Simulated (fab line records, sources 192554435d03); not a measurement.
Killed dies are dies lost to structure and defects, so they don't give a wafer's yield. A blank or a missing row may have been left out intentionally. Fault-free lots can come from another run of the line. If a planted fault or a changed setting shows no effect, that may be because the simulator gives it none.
Comparing a struck lot with a sound one / flow n5-finfet / 18 out of 1938 route steps
Sound: wafers L460.1, L460.2, L460.5. Wafers L449.1, L449.4, L449.5 were the ones struck. Last of all comes the cause.
For every step that has rows: the tool of each side, followed by ch and its chambers, followed by its first start. Under that, the readings that differ: sound wafers / struck wafers / difference of the means / sigmas: that difference in standard deviations of wafers without a fault.
alike: readings with means less than 2 such deviations apart, plus words and numbers identical on both sides. not compared: withheld readings, readings lacking a value on some wafer, bounds such as >300 that could conceal the same value, and numbers that have no deviation in the record and whose values overlap.
Wherever a step has rows on one side only, a row that says differs or no value, or a row with sigmas, the two part there. Numbers that don't overlap but have no deviation are shown without sigmas and don't part them. A reading that every wafer of one side lacks parts them only if that side has two wafers or more.

first, 1 step without rows for these wafers: N5_SD_EPI_N_DEVELOP_08 (develop time 30 s).
N5_SD_EPI_N_CD_MEAS_09: the cd target is 120 nm.
  sound on cd-sem-03 ch 0, day 7 19:49; struck on cd-sem-03 ch 0, day 5 04:19
  alike: cd-nm
N5_SD_EPI_N_OVL_MEAS_10:
  sound on overlay-02 ch 0, day 7 19:51; struck on overlay-02 ch 0, day 5 04:20
  alike: SD_N_BLK_OVL
N5_SD_EPI_N_INSPECT_11: inspects for defects (macro).
  struck on defect-inspect-01, day 5 04:22; sound on defect-inspect-01, day 7 19:53
  alike: raw-defect-count
N5_SD_EPI_N_DESCUM_14: chemistry O2, time 7.9 s.
  sound on rie-diel-05 ch 0,3, day 7 20:05; struck on rie-diel-05 ch 1,2,3, day 5 04:23
  alike: drypump-motor-current-A, oes-product-au, rf-vpp-V, showerhead-plenum-p-Torr, throttle-valve-pct
  not compared: rf-hours-counter-h
N5_SD_EPI_N_ETCH_34: etches SiARC in CF4, target depth 45.5 nm, time 75.8 s.
  sound on rie-diel-05 ch 0,3, day 7 20:08; struck on rie-diel-05 ch 1,2,3, day 5 04:26
  alike: drypump-motor-current-A, etch-rf-on-time-s, oes-product-au, rf-vpp-V, showerhead-plenum-p-Torr, throttle-valve-pct
  not compared: rf-hours-counter-h
then, 3 steps without rows for these wafers: N5_SD_EPI_N_ETCH_35 (etches SOC in N2/H2, overetch 108 nm, time 486 s); N5_SD_EPI_N_STRIP_36 (strips in N2/H2); N5_SD_EPI_N_ETCHBACK_44 (etches SiNx in CH3F/O2, stops on SiO2, target depth 14.5 nm).
N5_SD_EPI_N_ETCH_45: etches SiOCN in CH3F/O2, target depth 6 nm.
  sound on rie-diel-05 ch 0,3, day 7 20:37; struck on rie-diel-05 ch 1,2,3, day 5 04:55
  alike: O2_flow_sccm, drypump-motor-current-A, oes-product-au, rf-vpp-V, showerhead-plenum-p-Torr, throttle-valve-pct
  not compared: rf-hours-counter-h
N5_SD_EPI_N_ETCH_16: etches SiO2 in CHF3/O2, target depth 5 nm.
  sound on rie-diel-05 ch 0,3, day 7 20:43; struck on rie-diel-05 ch 1,2,3, day 5 05:01
  alike: O2_flow_sccm, drypump-motor-current-A, oes-product-au, rf-vpp-V, showerhead-plenum-p-Torr, throttle-valve-pct
  not compared: rf-hours-counter-h
then, 1 step without rows for these wafers: N5_SD_EPI_N_STRIP_47 (strips in CHF3/O2).
N5_SD_EPI_N_SD_RECESS_17: chemistry HBr/Cl2/O2, target depth 41 nm, time 23.7 s, bt time 3 s.
  sound on rie-si-02 ch 0,2,3, day 7 20:47; struck on rie-si-01 ch 0,2,3, day 5 05:05
reading=model.SD_EPI_N.feature-depth-nm (nm); sound=41.6 41.2 41.2; struck=44 45.2 45.4; difference=+4; sigmas=
reading=model.etch.depth-nm (nm); sound=41.68 41.18 41.17; struck=44.05 45.14 45.48; difference=+3.55; sigmas=
reading=model.Si_of_WELL_APT_EPI_41.thk-nm (nm); sound=7.6 7.2 7.8; struck=5.8 4.6 4.2; difference=-2.7; sigmas=
  alike: O2_flow_sccm, drypump-motor-current-A, oes-product-au, throttle-valve-pct
  not compared: rf-hours-counter-h
N5_SD_EPI_N_STRIP_38: strips in N2/H2.
  sound on plasma-asher-02 ch 0,1, day 7 20:59; struck on plasma-asher-01 ch 0, day 5 05:11
  alike: drypump-motor-current-A, heater-power-w, oes-product-au
  not compared: rf-hours-counter-h
then, 1 step without rows for these wafers: N5_SD_EPI_N_WET_ETCH_43 (etches SiO2 in dHF, time 14 s, target depth 1.5 nm).
N5_SD_EPI_N_STRIP_18: strips in SPM, time 750 s.
  sound on wet-bench-01 ch 0,1,3, day 7 21:04; struck on wet-bench-05 ch 1,5,6, day 5 05:17
reading=model.Si_of_WELL_APT_EPI_41.thk-nm (nm); sound=7.4 6.8 7.6; struck=5.4 4.2 4; difference=-2.7; sigmas=
  alike: bath-guard-temp-C
then, 1 step without rows for these wafers: N5_SD_EPI_N_SRD_20 (time 30 s).
-- the record jumps here: 9 days lie between the struck wafers' starts before and after (it left off in module SD_EPI_N and takes up again in module PASSIVATION, whose first step shown is number 1936 of the route) --
N5_PASSIVATION_PROBE_49:
  struck on prober-01, day 14 16:52; sound on prober-02, day 18 02:57
reading=killed-at-front-end; sound=66 58 46; struck=29 25 44; difference=-24; sigmas=-2
  alike: killed_at_M0_to_M3, killed_at_M4_up, killed-at-contacts, killed-at-other, killed-dies, killed-open, killed-short

== WHERE THEY PART ==
Within this record, at N5_PASSIVATION_PROBE_49 only.

WHY: what had been put in by the simulator
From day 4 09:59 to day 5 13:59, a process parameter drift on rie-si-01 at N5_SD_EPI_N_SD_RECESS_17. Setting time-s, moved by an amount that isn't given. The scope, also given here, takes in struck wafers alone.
